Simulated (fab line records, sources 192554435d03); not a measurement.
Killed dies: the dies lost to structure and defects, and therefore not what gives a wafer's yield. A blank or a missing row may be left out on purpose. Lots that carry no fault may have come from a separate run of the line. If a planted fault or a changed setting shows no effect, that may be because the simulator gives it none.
Chamber matching :: flow n5 finfet :: N5_BEOL_M8_ALD_77 on ald metal-04: 4 sister chambers
The step deposits TaN, target thk 2 nm, pulse time 2 s, purge time 3 s. 20 wafers are shown with their chamber, then 10 later ones without.

WAFERS PAIRED WITH THEIR CHAMBERS
wafer: L076.2
chamber: 2
heater power w (W): 361

wafer: L076.3
chamber: 3
heater power w (W): 379

wafer: L076.6
chamber: 1
heater power w (W): 374

wafer: L077.2
chamber: 2
heater power w (W): 372

wafer: L077.3
chamber: 1
heater power w (W): 359

wafer: L077.4
chamber: 3
heater power w (W): 357

wafer: L079.1
chamber: 1
heater power w (W): 380

wafer: L079.2
chamber: 0
heater power w (W): 382

wafer: L079.3
chamber: 3
heater power w (W): 367

wafer: L079.4
chamber: 2
heater power w (W): 373

wafer: L079.5
chamber: 0
heater power w (W): 378

wafer: L079.6
chamber: 1
heater power w (W): 383

wafer: L085.1
chamber: 2
heater power w (W): 363

wafer: L085.2
chamber: 1
heater power w (W): 380

wafer: L085.3
chamber: 3
heater power w (W): 370

wafer: L085.4
chamber: 0
heater power w (W): 370

wafer: L085.5
chamber: 1
heater power w (W): 374

wafer: L085.6
chamber: 2
heater power w (W): 366

wafer: L087.1
chamber: 2
heater power w (W): 368

wafer: L087.4
chamber: 3
heater power w (W): 369

SIGNATURES (means of the wafers above)
reading: heater power w
chamber 0: 376.67
chamber 1: 375.00
chamber 2: 367.17
chamber 3: 368.40
scatter within a chamber: 7.11
Rule: a wafer lies at a distance from a chamber equal to the root of the sum of squares, over the readings, of (its reading less the chamber's mean, divided by the reading's scatter). If the next closest chamber is less than 2 further off than the closest, the wafer can't be placed; otherwise it belongs to the closest. The scatter is the square root of a quotient: the sum, over the shown wafers, of each reading's squared deviation from its chamber's mean, divided by wafers minus chambers.

WAFERS WITHOUT THEIR CHAMBER
wafer: L087.5
heater power w (W): 378

wafer: L090.1
heater power w (W): 373

wafer: L090.3
heater power w (W): 375

wafer: L090.6
heater power w (W): 351

wafer: L096.3
heater power w (W): 370

wafer: L096.4
heater power w (W): 373

wafer: L096.5
heater power w (W): 359

wafer: L097.1
heater power w (W): 375

wafer: L097.3
heater power w (W): 365

wafer: L097.4
heater power w (W): 366

CHAMBER TAKEN BY EACH
wafer: L087.5
from the rows above: can't be placed: 0 or 1 or 3 or 2
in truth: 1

wafer: L090.1
from the rows above: can't be placed: 1 or 0 or 3 or 2
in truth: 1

wafer: L090.3
from the rows above: can't be placed: 1 or 0 or 3 or 2
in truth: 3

wafer: L090.6
from the rows above: can't be placed: 2 or 3 or 1 or 0
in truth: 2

wafer: L096.3
from the rows above: can't be placed: 3 or 2 or 1 or 0
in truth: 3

wafer: L096.4
from the rows above: can't be placed: 1 or 0 or 3 or 2
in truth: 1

wafer: L096.5
from the rows above: can't be placed: 2 or 3 or 1 or 0
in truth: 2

wafer: L097.1
from the rows above: can't be placed: 1 or 0 or 3 or 2
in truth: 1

wafer: L097.3
from the rows above: can't be placed: 2 or 3 or 1 or 0
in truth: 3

wafer: L097.4
from the rows above: can't be placed: 2 or 3 or 1 or 0
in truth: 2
Correct placement for 0 of the 10. Can't be placed from these rows: 10 (the true chamber is among the candidates in 10). Placed wrongly: 0.
